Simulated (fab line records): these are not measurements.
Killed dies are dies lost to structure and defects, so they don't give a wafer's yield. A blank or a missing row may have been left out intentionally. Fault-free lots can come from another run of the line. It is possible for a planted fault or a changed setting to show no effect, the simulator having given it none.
A struck lot beside a sound one | flow n5 finfet | 44 steps out of a route of 1938
Sound: wafers L247.1, L247.4, L247.6. Struck: wafer L244.2. (L244.5, L244.6 of the same lot were not struck and are left out.) The cause comes at the end.
Per side, at each step with rows, come the tool, then ch with its chambers, and then its first start. Under that, the readings that differ: sound wafers | struck wafers | difference of the means | sigmas: that difference in standard deviations of wafers without a fault.
alike: same words and numbers on both sides, and readings whose means sit less than 2 such deviations apart. not compared: any withheld reading, any reading some wafer has no value for, any bound like >300 that may hide the same value, and any number with overlapping values for which the record gives no deviation.
The two part at a step that has a row with sigmas, a row that says differs or no value, or rows on one side only. Numbers that don't overlap but have no deviation are shown without sigmas and don't part them. A reading that every wafer of one side lacks parts them only if that side has two wafers or more.

first, 3 steps without rows for these wafers: N5_PMOS_HMC_CHANNEL_EPI_PRECLEAN_37 (cleans in O3/DIW, time 45 s); N5_PMOS_HMC_CHANNEL_EPI_PRECLEAN_24 (cleans in DHF, time 30 s); N5_PMOS_HMC_CHANNEL_EPI_SRD_25 (time 30 s).
N5_PMOS_HMC_CHANNEL_EPI_EPI_26: deposits Si from SiH4/H2, target thk 3.8 nm, time 22.7 s.
  sound on epi rpcvd-02 ch 0, day 6 19:55; struck on epi rpcvd-03 ch 0, day 6 01:44
  reading                | sound             | struck | difference | sigmas
  throttle valve pct (%) | 11.40 11.31 11.42 | 10.88  | -0.50      | -3
N5_PMOS_HMC_CHANNEL_EPI_INSPECT_30: inspects for defects (darkfield).
  sound on defect inspect-02 at day 6 20:17; struck on defect inspect-01 at day 6 02:08
  alike: raw defect count
then, 6 steps without rows for these wafers: N5_FIN_SAQP_PRECLEAN_42 (cleans in O3/DIW, time 60 s); N5_FIN_SAQP_PRECLEAN_00 (cleans in SC1, time 60 s); N5_FIN_SAQP_PRECLEAN_44 (cleans in SC2, time 45 s); N5_FIN_SAQP_SRD_01 (time 30 s); N5_FIN_SAQP_ALD_61 (deposits SiO2, target thk 4 nm, pulse time 1 s, purge time 2 s); N5_FIN_SAQP_DENSIFY_62 (time 60 s).
N5_FIN_SAQP_HM_DEP_03: deposits SiNx from SiH4/NH3/N2, target thk 38 nm, time 33.6 s.
  sound on pecvd-01 ch 1,2, day 6 20:49; struck on pecvd-04 ch 1, day 6 02:46
  reading                                      | sound            | struck | difference | sigmas
  throttle valve pct (%)                       | 36 45 36         | 46     | +7         | +2
  model.SiNx_of_FIN_SAQP_HM_DEP_03.thk nm (nm) | 38.12 38.17 38.4 | 30.24  | -7.99      |
  alike: heater power w, showerhead plenum p Torr
N5_FIN_SAQP_THK_MEAS_05:
  sound on film metro-01 at day 6 20:54; struck on film metro-02 at day 6 02:51
  reading     | sound          | struck | difference | sigmas
  thk nm (nm) | 38.1 38.1 38.4 | 30.2   | -8.0       | -19
N5_FIN_SAQP_PECVD_47: deposits a-Si from SiH4/He, target thk 45 nm, time 36.3 s.
  sound on pecvd-02 ch 1,2, day 6 20:56; struck on pecvd-01 ch 0, day 6 02:53
  alike: heater power w, showerhead plenum p Torr, throttle valve pct
then, 2 steps without rows for these wafers: N5_FIN_SAQP_PECVD_48 (deposits SiNx from SiH4/NH3/N2, target thk 25 nm, time 22.1 s); N5_FIN_SAQP_PECVD_06 (deposits a-Si from SiH4/He, target thk 60 nm, time 48.1 s).
N5_FIN_SAQP_THK_MEAS_07:
  sound on film metro-01 at day 6 21:07; struck on film metro-01 at day 6 03:04
  alike: thk nm
then, 9 steps without rows for these wafers: N5_FIN_SAQP_HM_DEP_72 (deposits SiO2 from SiH4/N2O, target thk 12 nm, time 7.2 s); N5_FIN_SAQP_COAT_49 (time 60 s, resist thk 100 nm); N5_FIN_SAQP_COAT_50 (time 60 s, resist thk 35 nm); N5_FIN_SAQP_COAT_10 (resist thk 90 nm); N5_FIN_SAQP_EBR_12; N5_FIN_SAQP_SOFTBAKE_11 (time 60 s); N5_FIN_SAQP_EXPOSE_13 (exposes mask FIN CORE, target cd 35.6 nm); N5_FIN_SAQP_PEB_14 (peb time 60 s); N5_FIN_SAQP_DEVELOP_15 (develop time 30 s).
N5_FIN_SAQP_CD_MEAS_16 targets a cd of 35.6 nm.
  sound on cd sem-01 ch 0, day 6 21:35; struck on cd sem-01 ch 0, day 6 03:33
  alike: cd nm
N5_FIN_SAQP_OVL_MEAS_17:
  sound on overlay-01 ch 0, day 6 21:38; struck on overlay-01 ch 0, day 6 03:35
  alike: FIN_CORE_OVL
N5_FIN_SAQP_INSPECT_18: inspects for defects (brightfield).
  sound on defect inspect-02 at day 6 21:40; struck on defect inspect-01 at day 6 03:37
  alike: raw defect count
then, 2 steps without rows for these wafers: N5_FIN_SAQP_DESCUM_21 (chemistry O2, time 7.9 s); N5_FIN_SAQP_ETCH_51 (etches SiARC in CF4, target depth 45.5 nm, time 75.8 s).
N5_FIN_SAQP_ETCH_52: etches SOC in N2/H2, target depth 100 nm, overetch 20 nm, time 150 s.
  sound on rie diel-02 ch 1,3, day 6 22:06; struck on rie diel-02 ch 3, day 6 03:44
  alike: drypump motor current A, oes product au, rf vpp V, showerhead plenum p Torr, throttle valve pct
  not compared: rf hours counter h
then, 7 steps without rows for these wafers: N5_FIN_SAQP_STRIP_53 (strips in N2/H2); N5_FIN_SAQP_HM_OPEN_73 (chemistry CHF3/O2, target SiO2, stops on a-Si, target depth 12 nm, time 16.8 s); N5_FIN_SAQP_STRIP_74 (strips in CHF3/O2); N5_FIN_SAQP_MANDREL_ETCH_22 (etches a-Si in HBr/Cl2, stops on SiNx, target depth 60 nm, bt time 10 s, time 30 s); N5_FIN_SAQP_STRIP_55 (strips in N2/H2); N5_FIN_SAQP_STRIP_23 (strips in SPM, time 750 s); N5_FIN_SAQP_SRD_66 (time 30 s).
N5_FIN_SAQP_RECESS_75: chemistry HF/NH3, target SiO2, target depth 14.4 nm, afs cycles 3, sublimation time 60 s.
  sound on vapor etch-01 ch 0,1, day 6 22:50; struck on vapor etch-01 ch 1, day 6 04:21
  alike: drypump motor current A
N5_FIN_SAQP_SPACER1_ALD_24: deposits SiO2, target thk 20.3 nm, pulse time 1 s, purge time 2 s.
  sound on ald sin-03 ch 0,1,2, day 6 23:16; struck on ald sin-04 ch 1, day 6 04:44
  reading            | sound       | struck | difference | sigmas
  heater power w (W) | 508 588 513 | 394    | -142       | -3
  alike: precursor pulse height rel
N5_FIN_SAQP_HM_OPEN_33: chemistry CH3F/O2, target SiNx, target depth 49.4 nm, time 70.6 s.
  sound on rie diel-06 ch 2,3, day 7 01:54; struck on rie diel-02 ch 2, day 6 07:41
  reading                  | sound             | struck | difference | sigmas
  etch rf on time s (s)    | 70.4 69.1 72.2    | 55.9   | -14.7      | -12
  throttle valve pct (%)   | 17.02 16.68 17.03 | 16.45  | -0.46      | -2
  model.etch.depth nm (nm) | 37.4 37.38 37.77  | 29.47  | -8.05      |
  alike: drypump motor current A, oes product au, rf vpp V, showerhead plenum p Torr
  not compared: rf hours counter h
N5_STI_FIN_REVEAL_RECESS_09: chemistry HF/NH3, target SiO2, afs cycles 11, target depth 42.5 nm, sublimation time 60 s.
  sound on vapor etch-02 ch 0,1, day 7 09:41; struck on vapor etch-02 ch 1, day 6 16:37
  reading                                      | sound          | struck | difference | sigmas
  model.SiNx_of_FIN_SAQP_HM_DEP_03.thk nm (nm) | 18.2 18.2 18.8 | 10.4   | -8.0       |
  alike: drypump motor current A
-- here the record skips 5 days between the struck wafers' starts before and after, leaving off in module STI_FIN_REVEAL and picking up in module BEOL_M4 (first step shown: number 1111 of the route) --
N5_BEOL_M4_RC_MEAS_101:
  sound on prober-01 ch 0, day 12 09:20; struck on prober-02 ch 0, day 11 13:58
  reading        | sound          | struck | difference | sigmas
  DIBL_N (mV/V)  | 34.2 35.8 33.2 | 39.1   | +4.7       | +3
  IOFF_N (nA/um) | 0.11 0.14 0.10 | 0.20   | +0.08      | +3
  IOFF_P (nA/um) | 0.13 0.16 0.13 | 0.25   | +0.11      | +3
  VT_P (mV)      | -261 -259 -258 | -249   | +10        | +3
  alike: DIBL_P, ION_N, ION_P, SS_N, SS_P, VT_N

## WHERE THEY PART
First at N5_PMOS_HMC_CHANNEL_EPI_EPI_26; last, within this record, at N5_BEOL_M4_RC_MEAS_101.

WHY: what had been put in by the simulator
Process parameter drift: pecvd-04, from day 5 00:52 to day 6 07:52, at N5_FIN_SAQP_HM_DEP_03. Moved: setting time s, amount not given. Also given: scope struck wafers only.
